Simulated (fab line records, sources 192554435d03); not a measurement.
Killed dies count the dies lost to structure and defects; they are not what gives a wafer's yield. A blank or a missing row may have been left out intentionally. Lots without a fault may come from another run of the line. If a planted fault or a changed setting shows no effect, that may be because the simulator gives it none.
Matching of chambers | flow n5Finfet | N5_SDB_HM_OPEN_20 on rieDiel-02: 4 sister chambers
The step chemistry CH3F/O2, target SiNx, stops on poly-Si, target depth 24 nm. 8 wafers are shown with their chamber, then 9 later ones without.

== EACH WAFER AND ITS CHAMBER ==
wafer  | chamber | throttleValvePct (%) | showerheadPlenumPTorr (Torr)
L075.2 | 1       | 16.70                | 2.09
L075.4 | 3       | 16.27                | 2.06
L075.6 | 3       | 16.29                | 2.06
L080.5 | 1       | 16.72                | 2.08
L081.2 | 2       | 15.85                | 2.03
L082.3 | 0       | 16.09                | 2.04
L082.4 | 0       | 16.06                | 2.04
L082.6 | 2       | 15.85                | 2.03

== WAFERS WHOSE CHAMBER IS MISSING ==
wafer  | throttleValvePct (%) | showerheadPlenumPTorr (Torr)
L084.2 | 15.86                | 2.06
L084.3 | 16.74                | 2.08
L084.6 | 15.86                | 2.03
L092.2 | 16.10                | 2.03
L092.3 | 15.88                | 2.05
L092.6 | 16.79                | 2.07
L093.2 | 16.81                | 2.07
L093.5 | 16.11                | 2.03
L093.6 | 15.92                | 2.05

== EACH ONE'S CHAMBER ==
wafer  | from the rows above | in truth
L084.2 | 2                   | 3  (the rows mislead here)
L084.3 | 1                   | 1
L084.6 | 2                   | 2
L092.2 | 0                   | 0
L092.3 | 2                   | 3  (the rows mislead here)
L092.6 | 1                   | 1
L093.2 | 1                   | 1
L093.5 | 0                   | 0
L093.6 | 2                   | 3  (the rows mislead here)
Correct placement for 6 of the 9. Not placeable from these rows: 0. Placed wrongly: 3.
How it was worked out, from the rows above alone: a wafer's distance from a chamber is the root of the sum, over the readings, of the square of ((its reading less the chamber's mean) divided by the reading's scatter). If the next closest chamber is less than 2 further off than the closest, the wafer can't be placed; otherwise it belongs to the closest. Each chamber's mean is taken over the wafers shown for it. The scatter: take each reading less its chamber's mean, square it, sum over the shown wafers, divide by the number of wafers less the number of chambers, and take the root.
